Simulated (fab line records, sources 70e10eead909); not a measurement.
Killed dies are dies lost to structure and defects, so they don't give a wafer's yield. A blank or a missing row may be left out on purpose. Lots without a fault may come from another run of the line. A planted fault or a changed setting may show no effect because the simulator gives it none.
fab line records | flow nand_harc
record lots=14 wafers=42 last_day=34
route steps=1302 shown P_M1@301 P_M2@326
lots that met no fault: from a run of the same line without faults
start_h: hours from the record's first day to the start of the lot's first wafer shown | wait_h: hours since the lot's step before | " the same as in the row above | L1.1+2: a row that stands for several wafers | - no value, or no start given | * or withheld: withheld | < > ~ a bound
route shown NAME@n: a module of which the file shows steps, and the number in the route of the first | usual: mean/standard deviation of fault-free wafers | same: alike in all rows | chamber/n: place in a boat | sites: the reading at each site | _std_site: their standard deviation | _edge_site: outer sites' mean less inner sites' | radius_mm: how far each site lies from the wafer's centre | mask NAME#n: copy n | behind: the tool/chamber that last shaped the wafer | hold: why the lot was held/for how many hours/how that ended | device: the transistor (n, p or np) that didn't switch | end of line: the same wafers' tests at the end of the route | a step without rows: its recipe alone | killed: dies lost to structure and defects at the first sort, not the wafer's yield | map: a wafer's dies, x killed, . not, _ none there
set.NAME: the setting as run; set.NAME@STEP: as run at that earlier step | model.NAME: the simulator's own value behind a step, which no gauge read
steps of the route over a sample of lots; a table a step, a row a wafer
services: from which hour (start_h, from the record's first day; less than 0 if before it) a tool's chamber was out of use, for how many hours, and why
## steps
# step NHARC_P_M1_CD_MEAS_16
# usual cd_nm=130.1/0.58
# columns lot.wafer tool chamber start_h wait_h cd_nm
L623.1 cd_sem-02 - 130.95 - 129.5
L623.2 " - " " 129.6
L623.3 " - " " 129.4
L624.1 cd_sem-03 - 148.63 - 129.1
L624.2 " - " " 130.2
L624.4 " - " " 130.0
L626.1 cd_sem-03 - 156.43 - 129.7
L626.2 " - " " 130.5
L626.3 " - " " 130.7
L627.1 cd_sem-03 - 162.96 - 130.2
L627.4 " - " " 130.4
L627.5 " - " " 130.0
L628.4 cd_sem-01 - 175.60 - 130.2
L628.5 " - " " 129.8
L628.6 " - " " 129.9
L630.2 cd_sem-01 - 201.84 - 130.0
L630.3 " - " " 129.3
L630.6 " - " " 129.3
L631.2 cd_sem-02 - 202.53 - 129.8
L631.5 " - " " 130.2
L631.6 " - " " 130.7
L632.2 cd_sem-02 - 226.99 - 130.4
L632.4 " - " " 129.4
L632.5 " - " " 130.5
L633.2 cd_sem-03 - 229.44 - 130.2
L633.4 " - " " 131.2
L633.6 " - " " 130.7
L638.1 cd_sem-02 - 275.99 - 129.0
L638.2 " - " " 128.9
L638.4 " - " " 129.6
L640.1 cd_sem-02 - 297.50 - 130.6
L640.3 " - " " 130.9
L640.4 " - " " 130.6
L641.1 cd_sem-02 - 304.98 - 129.9
L641.5 " - " " 129.7
L641.6 " - " " 130.0
L643.3 cd_sem-01 - 330.92 - 129.6
L643.4 " - " " 130.2
L643.5 " - " " 130.7
L646.1 cd_sem-03 - 355.25 - 129.9
L646.4 " - " " 129.7
L646.5 " - " " 129.7
# step NHARC_P_M1_PVD_20
# recipe target_thk_a=50 bias_v=168.6 power_w=15000 chamber_pressure_pa=0.12 time_s=8.06 substrate_temp_c=50 material=TaN
# usual throttle_valve_pct=30.0/1.3
# same time_s=8.06
# columns lot.wafer tool chamber start_h wait_h throttle_valve_pct
L623.2 pvd_sputter-01 - - - 29.3
L623.1 " - " " 29.2
L623.3 " - " " 31.5
L624.2 pvd_sputter-02 - - - 29.2
L624.4 " - " " 32.2
L624.1 " - " " 27.6
L626.1 pvd_sputter-03 - - - 30.4
L626.2 " - " " 31.8
L626.3 " - " " 28.2
L627.1 pvd_sputter-02 - - - 27.6
L627.4 " - " " 30.7
L627.5 " - " " 30.8
L628.4 pvd_sputter-02 - - - 29.0
L628.6 " - " " 29.3
L628.5 " - " " 32.0
L630.3 pvd_sputter-03 - - - 30.2
L630.2 " - " " 29.0
L630.6 " - " " 30.5
L631.2 pvd_sputter-01 - - - 31.2
L631.6 " - " " 31.8
L631.5 " - " " 28.9
L632.2 pvd_sputter-02 - - - 32.5
L632.4 " - " " 27.6
L632.5 " - " " 32.2
L633.2 pvd_sputter-03 - - - 28.6
L633.4 " - " " 30.1
L633.6 " - " " 28.8
L638.1 pvd_sputter-03 - - - 30.3
L638.4 " - " " 28.6
L638.2 " - " " 29.6
L640.1 pvd_sputter-01 - - - 29.1
L640.3 " - " " 28.4
L640.4 " - " " 31.2
L641.1 pvd_sputter-01 - - - 31.6
L641.6 " - " " 28.5
L641.5 " - " " 31.2
L643.3 pvd_sputter-01 - - - 31.5
L643.4 " - " " 30.9
L643.5 " - " " 28.7
L646.1 pvd_sputter-01 - - - 28.7
L646.4 " - " " 29.2
L646.5 " - " " 31.4
# step NHARC_P_M2_PEB_07
# recipe peb_temp_c=100 peb_time_s=65
# usual chill_plate_temp_C=23.02/0.1 heater_power_total_W=156.7/0.39
# columns lot.wafer tool chamber start_h wait_h chill_plate_temp_C heater_power_total_W
L623.1 litho_track-06 0 134.54 0.1 22.98 155.9
L623.2 " 0 " " 23.13 156.3
L623.3 " 0 " " 23.11 156.9
L624.1 litho_track-01 0 152.27 0.1 22.99 156.2
L624.2 " 0 " " 23.01 156.0
L624.4 " 0 " " 23.08 156.1
L626.1 litho_track-06 0 160.22 0.1 22.91 156.3
L626.2 " 0 " " 22.91 156.4
L626.3 " 0 " " 22.89 156.6
L627.1 litho_track-04 0 166.39 0.1 23.17 156.0
L627.4 " 0 " " 23.01 156.1
L627.5 " 0 " " 22.99 157.0
L628.4 litho_track-04 0 179.19 0.0 22.88 156.8
L628.5 " 0 " " 23.00 157.1
L628.6 " 0 " " 22.76 156.8
L630.2 litho_track-01 0 205.31 0.1 23.13 156.8
L630.3 " 0 " " 22.99 156.0
L630.6 " 0 " " 23.08 156.5
L631.2 litho_track-06 0 206.12 0.1 23.19 156.4
L631.5 " 0 " " 23.18 156.9
L631.6 " 0 " " 23.23 156.9
L632.2 litho_track-04 0 230.90 0.1 23.02 156.5
L632.4 " 0 " " 22.84 156.4
L632.5 " 0 " " 23.05 157.0
L633.2 litho_track-01 0 233.16 0.1 23.08 156.8
L633.4 " 0 " " 23.01 156.2
L633.6 " 0 " " 22.99 156.2
L638.1 litho_track-06 0 279.57 0.1 23.06 156.7
L638.2 " 0 " " 22.97 156.8
L638.4 " 0 " " 22.87 156.2
L640.1 litho_track-06 0 300.99 0.1 23.12 156.7
L640.3 " 0 " " 23.02 156.1
L640.4 " 0 " " 22.89 209.6
L641.1 litho_track-04 0 308.56 0.1 23.23 156.1
L641.5 " 0 " " 23.03 156.3
L641.6 " 0 " " 23.05 157.1
L643.3 litho_track-06 0 334.49 0.0 23.08 156.4
L643.4 " 0 " " 22.96 208.5
L643.5 " 0 " " 23.12 156.5
L646.1 litho_track-01 0 359.00 0.1 22.89 156.9
L646.4 " 0 " " 23.03 156.5
L646.5 " 0 " " 22.95 157.1
# step NHARC_P_M2_CD_MEAS_09
# recipe target_cd_nm=170 landing_energy_ev=500
# usual cd_nm=170.2/0.54
# columns lot.wafer tool chamber start_h wait_h cd_nm
L623.1 cd_sem-02 0 134.61 - 170.5
L623.2 " 0 " " 169.5
L623.3 " 0 " " 169.7
L624.1 cd_sem-03 0 152.35 - 170.0
L624.2 " 0 " " 170.5
L624.4 " 0 " " 170.6
L626.1 cd_sem-02 0 160.30 - 170.2
L626.2 " 0 " " 170.5
L626.3 " 0 " " 171.4
L627.1 cd_sem-02 0 166.47 - 170.3
L627.4 " 0 " " 169.6
L627.5 " 0 " " 169.5
L628.4 cd_sem-03 0 179.28 - 169.9
L628.5 " 0 " " 169.6
L628.6 " 0 " " 170.3
L630.2 cd_sem-01 0 205.39 - 169.9
L630.3 " 0 " " 171.4
L630.6 " 0 " " 170.4
L631.2 cd_sem-03 0 206.20 - 170.0
L631.5 " 0 " " 169.5
L631.6 " 0 " " 170.2
L632.2 cd_sem-03 0 230.98 - 170.4
L632.4 " 0 " " 170.2
L632.5 " 0 " " 170.1
L633.2 cd_sem-02 0 233.24 - 170.6
L633.4 " 0 " " 169.9
L633.6 " 0 " " 170.5
L638.1 cd_sem-02 0 279.65 - 171.0
L638.2 " 0 " " 170.7
L638.4 " 0 " " 171.0
L640.1 cd_sem-03 0 301.07 - 170.3
L640.3 " 0 " " 170.1
L640.4 " 0 " " 151.2
L641.1 cd_sem-02 0 308.64 - 170.4
L641.5 " 0 " " 169.8
L641.6 " 0 " " 170.4
L643.3 cd_sem-03 0 334.57 - 170.3
L643.4 " 0 " " 150.6
L643.5 " 0 " " 170.2
L646.1 cd_sem-03 0 359.08 - 170.3
L646.4 " 0 " " 170.1
L646.5 " 0 " " 170.6
# step NHARC_P_M2_OVL_MEAS_10
# recipe pitch_nm=340
# usual overlay_x_nm=0.1/0.68 overlay_y_nm=-0.1/0.69
# columns lot.wafer tool chamber start_h wait_h overlay_x_nm overlay_y_nm
L623.1 overlay-02 - 134.70 - 1.0 -0.1
L623.2 " - " " 0.7 -0.3
L623.3 " - " " 0.6 0.2
L624.1 overlay-02 - 152.44 - 0.0 -1.4
L624.2 " - " " -0.4 -1.3
L624.4 " - " " -0.1 -1.7
L626.1 overlay-01 - 160.39 - 1.7 0.1
L626.2 " - " " 1.4 0.0
L626.3 " - " " 1.0 -0.1
L627.1 overlay-01 - 166.56 - -0.4 0.0
L627.4 " - " " 0.0 0.0
L627.5 " - " " -0.5 -0.4
L628.4 overlay-01 - 179.36 - 0.9 0.0
L628.5 " - " " 0.8 0.5
L628.6 " - " " 1.1 0.5
L630.2 overlay-01 - 205.47 - -0.3 -0.4
L630.3 " - " " -0.5 -1.1
L630.6 " - " " -0.8 -0.1
L631.2 overlay-02 - 206.28 - -0.6 0.5
L631.5 " - " " -1.6 0.3
L631.6 " - " " -0.8 0.4
L632.2 overlay-02 - 231.06 - -0.1 0.4
L632.4 " - " " 0.1 0.5
L632.5 " - " " 0.1 0.6
L633.2 overlay-02 - 233.33 - -1.1 0.3
L633.4 " - " " -0.2 0.0
L633.6 " - " " -1.1 0.4
L638.1 overlay-01 - 279.74 - -0.4 -0.2
L638.2 " - " " 0.0 0.0
L638.4 " - " " 0.3 0.2
L640.1 overlay-01 - 301.16 - -0.1 0.2
L640.3 " - " " -0.1 0.3
L640.4 " - " " 0.0 0.9
L641.1 overlay-01 - 308.73 - 0.3 0.2
L641.5 " - " " 0.0 -0.3
L641.6 " - " " 0.4 0.1
L643.3 overlay-01 - 334.65 - -0.8 -0.1
L643.4 " - " " -0.8 -0.3
L643.5 " - " " -0.8 0.2
L646.1 overlay-01 - 359.17 - 0.7 -0.5
L646.4 " - " " 1.0 -0.9
L646.5 " - " " 0.6 -1.6
## services
# columns tool chamber start_h hours kind
pvd_sputter-02 - 123.00 1.9 repair
litho_track-01 - 142.04 - consumable_replace:filter
litho_track-01 - 155.00 7.0 pm
pvd_sputter-03 - 170.91 10.0 pm
litho_track-06 - 179.00 7.0 pm
litho_track-04 - 203.00 7.0 pm
pvd_sputter-03 - 217.20 2.5 repair
pvd_sputter-01 - 226.00 10.0 pm
pvd_sputter-02 - 276.17 1.2 repair
pvd_sputter-02 - 282.08 10.0 pm
pvd_sputter-02 - 292.59 1.7 repair
pvd_sputter-03 - 312.77 0.8 repair
pvd_sputter-02 - 317.60 2.1 repair
pvd_sputter-03 - 348.91 10.0 pm
pvd_sputter-01 - 350.29 4.9 repair
litho_track-06 - 354.00 7.0 pm
## key
first_sign step=NHARC_P_M2_PEB_07 reading=heater_power_total_W direction=up sigmas=99+ usual=* struck=*
effect step=NHARC_P_M2_CD_MEAS_09 reading=cd_nm direction=down sigmas=36 usual=170.2 struck=150.9
met_at NHARC_P_M2_PEB_07
struck_lots L640,L643
struck_wafers L640.4,L643.4
sort_left_out L640.4,L643.4
not_acting_at NHARC_P_M1_CD_MEAS_16,NHARC_P_M1_PVD_20,NHARC_P_M2_OVL_MEAS_10
onset_between 279.57 300.99
fault kind=process_parameter_drift tool=litho_track-06 chamber=- onset_h=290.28 steps=NHARC_P_M2_PEB_07 channel=peb_time_s offset=* shape=step end_h=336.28 scope=struck_wafers_only acts_in=* stated=*
# sort_left_out: the simulated sort isn't trusted on such a fault, so these wafers' sort isn't shown, and their yield isn't known
